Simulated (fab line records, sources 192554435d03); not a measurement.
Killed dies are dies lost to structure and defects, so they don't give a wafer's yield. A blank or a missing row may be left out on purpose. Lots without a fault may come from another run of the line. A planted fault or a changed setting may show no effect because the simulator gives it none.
A struck lot beside a sound one | flow n5_finfet | 41 steps out of a route of 1938
Sound: wafers L492.3, L492.5, L492.6. Struck: wafer L502.5. (L502.4, L502.6 of the same lot were not struck and are left out.) The cause comes at the end.
At each step with rows: each side's tool, then ch and its chambers, then its first start. Under that, the readings that differ: sound wafers | struck wafers | difference of the means | sigmas: that difference in standard deviations of wafers without a fault.
alike: readings whose means differ by less than 2 such deviations, and words and numbers that are the same on both sides. not compared: withheld readings, readings that some wafer has no value for, bounds like >300 that may hide the same value, and numbers for which the record gives no deviation and whose values overlap.
The two part at a step that has a row with sigmas, a row that says differs or no value, or rows on one side only. Numbers that don't overlap but have no deviation are shown without sigmas and don't part them. A reading that every wafer of one side lacks parts them only if that side has two wafers or more.

first, 6 steps without rows for these wafers: N5_BEOL_M4_SPUTTER_79 (material Cu, target thk 4.5 nm, time 8.29 s); N5_BEOL_M4_ANNEAL_80 (time 240 s); N5_BEOL_M4_SPUTTER_81 (material Cu, target thk 4.5 nm, time 8.29 s); N5_BEOL_M4_ANNEAL_82 (time 240 s); N5_BEOL_M4_SPUTTER_86 (material Cu, target thk 4.5 nm, time 8.29 s); N5_BEOL_M4_ANNEAL_87 (time 240 s).
N5_BEOL_M4_SPUTTER_88: material Cu, target thk 4.5 nm, time 8.29 s.
  sound on pvd_sputter-01, day 8 05:37; struck on pvd_sputter-02, day 10 12:13
  alike: chuck_gas_flow_sccm, substrate_temp_c, throttle_valve_pct
N5_BEOL_M4_ANNEAL_89: time 240 s.
  sound on pvd_sputter-01, day 8 05:41; struck on pvd_sputter-02, day 10 12:18
  alike: heater_power_w, susceptor_temp_C_max
N5_BEOL_M4_SPUTTER_90: material Cu, target thk 4.5 nm, time 8.29 s.
  sound on pvd_sputter-01, day 8 05:50; struck on pvd_sputter-02, day 10 12:26
  reading              | sound                | struck | difference | sigmas
  substrate_temp_c (C) | -19.83 -19.74 -19.92 | -20.07 | -0.24      | -2
  alike: chuck_gas_flow_sccm, throttle_valve_pct
then, 2 steps without rows for these wafers: N5_BEOL_M4_ANNEAL_91 (time 240 s); N5_BEOL_M4_SPUTTER_92 (material Cu, target thk 4.5 nm, time 8.29 s).
N5_BEOL_M4_ANNEAL_93: time 240 s.
  sound on pvd_sputter-01, day 8 06:08; struck on pvd_sputter-02, day 10 12:44
  alike: heater_power_w, susceptor_temp_C_max
N5_BEOL_M4_SPUTTER_94: material Cu, target thk 4.5 nm, time 8.29 s.
  sound on pvd_sputter-01, day 8 06:16; struck on pvd_sputter-02, day 10 12:53
  alike: chuck_gas_flow_sccm, substrate_temp_c, throttle_valve_pct
then, 9 steps without rows for these wafers: N5_BEOL_M4_ANNEAL_95 (time 240 s); N5_BEOL_M4_SPUTTER_96 (material Cu, target thk 4.5 nm, time 8.29 s); N5_BEOL_M4_ECD_50 (material Cu, target thk 300 nm); N5_BEOL_M4_ANNEAL_51 (time 90 s); N5_BEOL_M4_CMP_52 (polishes, stops on SiOC, t overpolish 6.8 s, target thk 40 nm); N5_BEOL_M4_PRE_CLEAN_60 (time 15 s); N5_BEOL_M4_CO_CAP_55 (material Co, precursor CCTBA/H2, target thk 2 nm, time 102.1 s); N5_BEOL_M4_PRE_CLEAN_56 (time 15 s); N5_BEOL_M4_DEP_57 (deposits SiCN from 3MS/NH3, target thk 8 nm, time 14 s).
N5_BEOL_M4_RS_MEAS_58: measures by four-point-probe.
  sound on film_metro-01, day 8 07:33; struck on film_metro-01, day 10 14:11
  reading        | sound             | struck | difference | sigmas
  M4_RS (ohm/sq) | 0.659 0.647 0.685 | 0.736  | +0.072     | +2
N5_BEOL_M4_RC_MEAS_101:
  sound on prober-02 ch 0, day 8 07:55; struck on prober-01 ch 0, day 10 14:41
  reading       | sound          | struck | difference | sigmas
  SS_P (mV/dec) | 74.1 73.1 73.6 | 72.3   | -1.3       | -2
  alike: DIBL_N, DIBL_P, IOFF_N, IOFF_P, ION_N, ION_P, SS_N, VT_N, VT_P
then, 1 step without rows for these wafers: N5_BEOL_M5_ILD_DEP_00 (deposits SiCOH lowk from DEMS/porogen, target thk 140.64 nm, time 25.9 s).
N5_BEOL_M5_CURE_79: cures SiCOH lowk, time 240 s.
  sound on uv_cure-01 ch 1, day 8 08:47; struck on uv_cure-02 ch 1, day 10 15:44
  alike: lamp_power_pct, wafer_temp_C_max
N5_BEOL_M5_THK_MEAS_01:
  sound on film_metro-02, day 8 09:08; struck on film_metro-01, day 10 16:14
  alike: M5_ILD_THK
then, 11 steps without rows for these wafers: N5_BEOL_M5_PECVD_70 (deposits SiO2 from TEOS/O2, target thk 16 nm, time 18 s); N5_BEOL_M5_HM_DEP_02 (deposits TiN, target thk 20 nm); N5_BEOL_M5_COAT_59 (time 60 s, resist thk 60 nm); N5_BEOL_M5_COAT_60 (time 60 s, resist thk 12 nm); N5_BEOL_M5_COAT_71 (time 60 s, resist thk 5 nm); N5_BEOL_M5_COAT_05 (resist thk 30 nm); N5_BEOL_M5_EBR_07; N5_BEOL_M5_SOFTBAKE_06 (time 60 s); N5_BEOL_M5_EXPOSE_08 (exposes mask M5, target cd 28 nm); N5_BEOL_M5_PEB_09 (peb time 60 s); N5_BEOL_M5_DEVELOP_10 (develop time 30 s).
N5_BEOL_M5_CD_MEAS_11: target cd 27.74 nm.
  sound on cd_sem-01 ch 0, day 8 10:26; struck on cd_sem-02 ch 0, day 10 16:44
  alike: cd_nm
N5_BEOL_M5_OVL_MEAS_12:
  sound on overlay-01 ch 0, day 8 10:28; struck on overlay-02 ch 0, day 10 16:47
  alike: M5_OVL
-- the record jumps here: 5 days lie between the struck wafers' starts before and after (it left off in module BEOL_M5 and takes up again in module PASSIVATION, whose first step shown is number 1936 of the route) --
N5_PASSIVATION_PROBE_49:
  the record has rows for the struck wafers here (prober-02, day 15 07:52) and none for the sound ones

WHERE THEY PART
First at N5_BEOL_M4_SPUTTER_90; last, within this record, at N5_PASSIVATION_PROBE_49.

WHY: what the simulator had put in
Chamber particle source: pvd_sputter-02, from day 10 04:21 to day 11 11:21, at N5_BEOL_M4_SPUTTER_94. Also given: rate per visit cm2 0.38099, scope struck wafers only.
